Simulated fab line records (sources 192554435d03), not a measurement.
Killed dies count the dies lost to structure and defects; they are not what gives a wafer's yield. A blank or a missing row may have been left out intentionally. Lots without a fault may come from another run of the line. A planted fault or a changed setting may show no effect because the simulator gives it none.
A struck lot beside a sound one | flow n5 finfet | 16 steps out of a route of 1938
Sound: wafers L604.1, L604.2, L604.3. The struck wafers were L607.4, L607.5, L607.6. At the end, the cause is stated.
Each step with rows lists, per side, the tool, then ch with its chambers, then its first start. Under that, the readings that differ: sound wafers | struck wafers | difference of the means | sigmas: that difference in standard deviations of wafers without a fault.
alike: readings whose means differ by less than 2 such deviations, and words and numbers that are the same on both sides. not compared: withheld readings, readings that some wafer has no value for, bounds like >300 that may hide the same value, and numbers for which the record gives no deviation and whose values overlap.
The two part at a step that has a row with sigmas, a row that says differs or no value, or rows on one side only. Numbers that don't overlap but have no deviation are shown without sigmas and don't part them. A reading missing from all wafers of one side parts the sides only when that side holds two or more wafers.

N5_BEOL_M4_SPUTTER_92: material Cu, target thk 4.5 nm, time 8.29 s.
  sound: pvd sputter-02 at day 8 23:38; struck: pvd sputter-02 at day 9 22:13
  alike: substrate temp c, throttle valve pct
then, 1 step without rows for these wafers: N5_BEOL_M4_ANNEAL_93 (time 240 s).
N5_BEOL_M4_SPUTTER_94: material Cu, target thk 4.5 nm, time 8.29 s.
  sound: pvd sputter-02 at day 8 23:52; struck: pvd sputter-02 at day 9 22:26
  alike: substrate temp c, throttle valve pct
N5_BEOL_M4_ANNEAL_95: time 240 s.
  sound: pvd sputter-02 at day 8 23:56; struck: pvd sputter-02 at day 9 22:31
  alike: heater power w
then, 3 steps without rows for these wafers: N5_BEOL_M4_SPUTTER_96 (material Cu, target thk 4.5 nm, time 8.29 s); N5_BEOL_M4_ECD_50 (material Cu, target thk 300 nm); N5_BEOL_M4_ANNEAL_51 (time 90 s).
N5_BEOL_M4_CMP_52: polishes, stops on SiOC, t overpolish 6.8 s, target thk 40 nm.
  sound on cmp-03 ch 0,1,3, day 9 00:50; struck on cmp-01 ch 1,2, day 9 23:08
  reading                      | sound          | struck         | difference | sigmas
  barrier field endpoint s (s) | 24.0 24.5 24.4 | 25.6 25.4 25.1 | +1.1       | +2
  alike: motor current A, overpolish run s, time to endpoint s
  not compared: pad life wafers
N5_BEOL_M4_THK_MEAS_53: measures by xrf.
  sound: film metro-02 at day 9 01:08; struck: film metro-02 at day 9 23:26
  alike: M4_THK
then, 1 step without rows for these wafers: N5_BEOL_M4_PRE_CLEAN_60 (time 15 s).
N5_BEOL_M4_CO_CAP_55: material Co, precursor CCTBA/H2, target thk 2 nm, time 102.1 s.
  sound on cvd co-01 ch 0,1,2, day 9 01:13; struck on cvd co-02 ch 0,1,2, day 9 23:33
  alike: chamber pressure Torr, heater power w
then, 1 step without rows for these wafers: N5_BEOL_M4_PRE_CLEAN_56 (time 15 s).
N5_BEOL_M4_DEP_57: deposits SiCN from 3MS/NH3, target thk 8 nm, time 14 s.
  sound on pecvd-01 ch 0,1,2, day 9 01:20; struck on pecvd-01 ch 0,1,2, day 9 23:39
  reading                                  | sound | struck      | difference | sigmas
  model.SiCN_of_BEOL_M4_DEP_57.thk nm (nm) | 8 8 8 | 8.8 8.4 8.6 | +0.6       |
  alike: chamber pressure Torr, showerhead plenum p Torr, throttle valve pct
N5_BEOL_M4_RS_MEAS_58: uses a four-point probe to measure.
  sound: film metro-02 at day 9 01:24; struck: film metro-01 at day 9 23:42
  alike: M4_RS
N5_BEOL_M4_RC_MEAS_101:
  sound on prober-02 ch 0, day 9 01:27; struck on prober-02 ch 0, day 10 00:13
  reading        | sound             | struck            | difference | sigmas
  IOFF_N (nA/um) | 0.225 0.228 0.274 | 0.151 0.147 0.152 | -0.092     | -3
  IOFF_P (nA/um) | 0.27 0.27 0.31    | 0.21 0.20 0.21    | -0.08      | -2
  ION_N (uA/um)  | 696 700 705       | 667 669 668       | -32        | -3
  VT_N (mV)      | 243.0 243.4 241.0 | 252.2 249.0 249.7 | +7.8       | +3
  alike: DIBL_N, DIBL_P, ION_P, SS_N, SS_P, VT_P
-- record jumps: 4 days separate the struck wafers' starts on either side; left off in module BEOL_M4, taken up again in module PASSIVATION, whose first shown step is the route's number 1936 --
N5_PASSIVATION_PROBE_49:
  sound: prober-02 at day 13 21:01; struck: prober-01 at day 14 08:12
  reading                  | sound          | struck         | difference | sigmas
  defect limited yield (%) | 89.6 89.9 89.9 | 92.9 93.9 94.3 | +3.9       | +3
  killed at front end      | 62 62 51       | 39 29 20       | -29        | -2
  killed dies              | 123 119 119    | 84 72 67       | -46        | -3
  killed open              | 65 70 76       | 46 45 38       | -27        | -2
  killed short             | 56 48 43       | 38 27 28       | -18        | -2
  sort_bin_5_function (%)  | 5.7 5.6 6.4    | 4.2 3.9 3.2    | -2.1       | -2
  sort_bin_6_memory (%)    | 4.7 4.0 3.2    | 2.8 1.9 2.3    | -1.6       | -2
  sort n pass              | 1057 1061 1061 | 1096 1108 1113 | +46        | +3
  sort yield pct (%)       | 89.6 89.9 89.9 | 92.9 93.9 94.3 | +3.9       | +3
  alike: killed_at_M0_to_M3, killed_at_M4_up, killed at contacts, killed at other

## WHERE THEY PART
At N5_BEOL_M4_CMP_52 first; at N5_PASSIVATION_PROBE_49 last (within this record only).

WHY: whatever the simulator had introduced
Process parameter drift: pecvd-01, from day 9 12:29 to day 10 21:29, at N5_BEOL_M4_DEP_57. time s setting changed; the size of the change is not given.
